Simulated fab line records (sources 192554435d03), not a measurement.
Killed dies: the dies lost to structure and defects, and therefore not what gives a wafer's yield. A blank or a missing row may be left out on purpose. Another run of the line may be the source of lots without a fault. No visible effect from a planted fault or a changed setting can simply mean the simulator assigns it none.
Chamber matching ; flow n5_finfet ; 3 sister chambers for N5_BEOL_M2_DEP_57 on pecvd-04
The step deposits SiCN from 3MS/NH3, target thk 8 nm, time 14 s. 16 wafers are shown with their chamber, then 8 later ones without.

== WAFERS WITH THEIR CHAMBER ==
wafer;chamber;showerhead_plenum_p_Torr (Torr);showerhead_vpp_V (V);throttle_valve_pct (%)
L074.2;0;3.659;932;9.2
L074.5;0;3.658;935;9.0
L074.6;2;3.658;899;8.6
L078.1;1;3.685;886;9.3
L078.2;0;3.661;915;9.1
L078.6;1;3.681;899;9.1
L080.1;2;3.661;890;8.8
L080.3;1;3.691;907;9.2
L080.6;2;3.661;893;8.5
L081.3;2;3.667;879;8.6
L081.5;1;3.686;895;9.1
L081.6;2;3.665;890;8.6
L082.3;1;3.680;915;9.5
L082.5;0;3.659;922;9.1
L082.6;2;3.663;876;8.6
L090.3;0;3.667;931;8.5

SIGNATURES (averages over the wafers above)
reading;chamber 0;chamber 1;chamber 2;scatter within a chamber
showerhead_plenum_p_Torr;3.66080;3.68460;3.66250;0.00374
showerhead_vpp_V;927.00;900.40;887.83;9.4
throttle_valve_pct;8.980;9.240;8.617;0.19
Rule: for each reading, subtract the chamber's mean from the wafer's reading, divide by that reading's scatter and square the result; add these up over the readings and take the root, which gives the wafer's distance from the chamber. If the next closest chamber is less than 2 further off than the closest, the wafer can't be placed; otherwise it belongs to the closest. How the scatter is found: for the shown wafers, subtract from each reading the mean of its chamber, square and add these, divide the total by (wafers less chambers), then take the root.

== WAFERS MISSING THEIR CHAMBER ==
wafer;showerhead_plenum_p_Torr (Torr);showerhead_vpp_V (V);throttle_valve_pct (%)
L090.4;3.659;915;9.1
L090.5;3.687;896;8.9
L091.1;3.665;891;8.8
L091.2;3.685;898;9.1
L091.4;3.666;906;8.6
L092.1;3.662;919;9.2
L092.3;3.686;910;9.1
L092.5;3.657;931;9.2

== WHICH CHAMBER EACH ONE RAN IN ==
wafer;from the rows above;in truth
L090.4;0;0
L090.5;1;1
L091.1;2;2
L091.2;1;1
L091.4;can't be placed: 2 or 0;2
L092.1;0;0
L092.3;1;1
L092.5;0;0
7 of 8 placed correctly. These rows do not allow placing 1 (true chamber among the candidates in 1). 0 placed wrongly.
